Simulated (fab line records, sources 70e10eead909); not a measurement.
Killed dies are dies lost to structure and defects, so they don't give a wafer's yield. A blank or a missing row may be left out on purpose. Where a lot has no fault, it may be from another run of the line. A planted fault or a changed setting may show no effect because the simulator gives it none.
Chamber matching | flow nandHarc | pecvd-02 running NHARC_P_CONTACT_DEP_30: 3 sister chambers
The step deposits SiNx, target thk 30 nm. 18 wafers are shown with their chamber, then 9 later ones without.

WAFERS WITH THEIR CHAMBER
wafer  | chamber | heaterPowerW (W)
L074.3 | 0       | 491
L074.5 | 1       | 744
L074.6 | 0       | 469
L075.2 | 2       | 735
L075.3 | 0       | 510
L075.6 | 2       | 728
L078.3 | 2       | 801
L078.4 | 1       | 717
L078.5 | 0       | 528
L079.3 | 0       | 508
L079.4 | 0       | 513
L079.6 | 1       | 665
L084.1 | 1       | 640
L084.2 | 0       | 523
L084.5 | 2       | 873
L089.2 | 0       | 537
L089.5 | 2       | 877
L089.6 | 0       | 526

SIGNATURES, as means of the wafers listed above
reading      | chamber 0 | chamber 1 | chamber 2 | scatter within a chamber
heaterPowerW | 511.67    | 691.50    | 802.80    | 45.4
Rule: for a wafer and a chamber, the distance is found by dividing, reading by reading, the gap between the wafer's reading and the chamber's mean by the reading's scatter, squaring, summing and taking the root. The wafer belongs to the nearest chamber; if the next one is less than 2 further off, it can't be placed. How the scatter is found: for the shown wafers, subtract from each reading the mean of its chamber, square and add these, divide the total by (wafers less chambers), then take the root.

WAFERS WITH NO CHAMBER GIVEN
wafer  | heaterPowerW (W)
L090.2 | 763
L090.5 | 829
L090.6 | 528
L091.1 | 706
L091.5 | 899
L091.6 | 721
L093.1 | 739
L093.4 | 492
L093.6 | 904

CHAMBER TAKEN BY EACH
wafer  | from the rows above     | in truth
L090.2 | can't be placed: 2 or 1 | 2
L090.5 | 2                       | 2
L090.6 | 0                       | 0
L091.1 | can't be placed: 1 or 2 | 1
L091.5 | 2                       | 2
L091.6 | can't be placed: 1 or 2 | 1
L093.1 | can't be placed: 1 or 2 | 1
L093.4 | 0                       | 0
L093.6 | 2                       | 2
Correctly placed: 5 of 9. These rows do not allow placing 4 (true chamber among the candidates in 4). Wrongly placed: 0.
